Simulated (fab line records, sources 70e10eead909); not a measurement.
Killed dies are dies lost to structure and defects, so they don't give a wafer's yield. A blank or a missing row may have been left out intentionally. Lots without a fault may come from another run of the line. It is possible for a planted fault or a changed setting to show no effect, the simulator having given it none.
Struck lot and sound lot, side by side + flow nandHarc + 14 steps out of a route of 1302
Sound: the wafers L577.4, L577.5, L577.6. Struck: wafer L567.4. (L567.3, L567.6 of the same lot were not struck and are left out.) The cause comes at the end.
Order at every step that has rows: each side's tool, ch and its chambers, its first start. Under that, the readings that differ: sound wafers + struck wafers + difference of the means + sigmas: that difference in standard deviations of wafers without a fault.
alike: words and numbers the same on both sides, and readings whose means are apart by under 2 such deviations; not compared: readings that were withheld, readings missing a value for some wafer, numbers with overlapping values and no deviation given by the record, and bounds like >300 which may hide the same value.
Wherever a step has rows on one side only, a row that says differs or no value, or a row with sigmas, the two part there. Non-overlapping numbers with no deviation appear without sigmas and do not part them. Lack of a reading on every wafer of one side parts them only where that side has two or more wafers.

first, 4 steps without rows for these wafers: NHARC_A_WL_FILL_STRIP_28 (strips in post etch residue remover, time 1200 s); NHARC_A_WL_FILL_PRECLEAN_06 (cleans in DIW, time 300 s); NHARC_A_WL_FILL_SRD_07; NHARC_A_WL_FILL_ANNEAL_08 (time 1800 s).
NHARC_A_WL_FILL_ALD_10: deposits SiO2, target thk 50 nm, pulse time 10 s, ald cycles 500.
  sound on aldHk-03 ch 2,3, day 30 06:24; struck on aldHk-03 ch 2, day 25 19:46
  alike: heaterPowerW, precursorPulseHeightRel
NHARC_A_WL_FILL_ETCHBACK_16: etches the open film in C4F8/O2/Ar, target depth 120 nm, time 24 s.
  sound on rieDiel-07 ch 1,2,3; struck on rieDiel-07 ch 3
| reading             | sound             | struck | difference                   | sigmas |
|---------------------|-------------------|--------|------------------------------|--------|
| oesProductAu (a.u.) | 0.925 0.929 0.934 | 1.016  | +0.087                       | +3     |
| rfHoursCounterH (h) | - - -             | 2.6    | no value on the sound wafers |        |
  alike: rfVppV, runLengthS
NHARC_A_WL_FILL_STRIP_29: strips in O2, time 20 s.
  sound on rieDiel-07 ch 1,2,3, day 30 11:09; struck on rieDiel-07 ch 0, day 25 23:58
| reading             | sound | struck | difference                   | sigmas |
|---------------------|-------|--------|------------------------------|--------|
| rfHoursCounterH (h) | - - - | 2.7    | no value on the sound wafers |        |
  alike: drypumpMotorCurrentA, oesProductAu, rfVppV, showerheadPlenumPTorr, throttleValvePct
NHARC_A_WL_FILL_ETCHBACK_17: etches the open film in Cl2/BCl3, target depth 4 nm, time 26.7 s.
  sound on rieMetal-03 ch 0,1, day 30 11:17; struck on rieMetal-01 ch 0, day 26 00:05
| reading             | sound             | struck | difference | sigmas |
|---------------------|-------------------|--------|------------|--------|
| oesProductAu (a.u.) | 0.988 0.987 0.978 | 1.008  | +0.024     | +3     |
  alike: drypumpMotorCurrentA, runLengthS
  not compared: rfHoursCounterH
then, 3 steps without rows for these wafers: NHARC_A_WL_FILL_PRECLEAN_18 (cleans in dHF, time 30 s); NHARC_A_WL_FILL_SRD_21; NHARC_A_WL_FILL_CVD_23 (deposits poly-Si, target thk 40 nm, time 800 s).
NHARC_A_WL_FILL_ETCHBACK_26: etches the open film in HBr, target depth 52 nm, time 13.3 s.
  sound on rieSi-03 ch 0,1, day 30 16:27; struck on rieSi-05 ch 3, day 26 05:19
| reading        | sound          | struck | difference | sigmas |
|----------------|----------------|--------|------------|--------|
| runLengthS (s) | 34.0 34.5 34.7 | 31.8   | -2.6       | -6     |
  alike: drypumpMotorCurrentA, oesProductAu, throttleValvePct
  not compared: rfHoursCounterH
then, 1 step without rows for these wafers: NHARC_A_WL_FILL_PRECLEAN_30 (cleans in dHF, time 10 s).
NHARC_END_SORT_01:
  the record has rows for the sound wafers here (prober-02 ch 0, day 34 04:35) and none for the struck ones

== WHERE THEY PART ==
Last at NHARC_END_SORT_01 as far as this record goes, first at NHARC_A_WL_FILL_ETCHBACK_16.

WHY: what had been put in by the simulator
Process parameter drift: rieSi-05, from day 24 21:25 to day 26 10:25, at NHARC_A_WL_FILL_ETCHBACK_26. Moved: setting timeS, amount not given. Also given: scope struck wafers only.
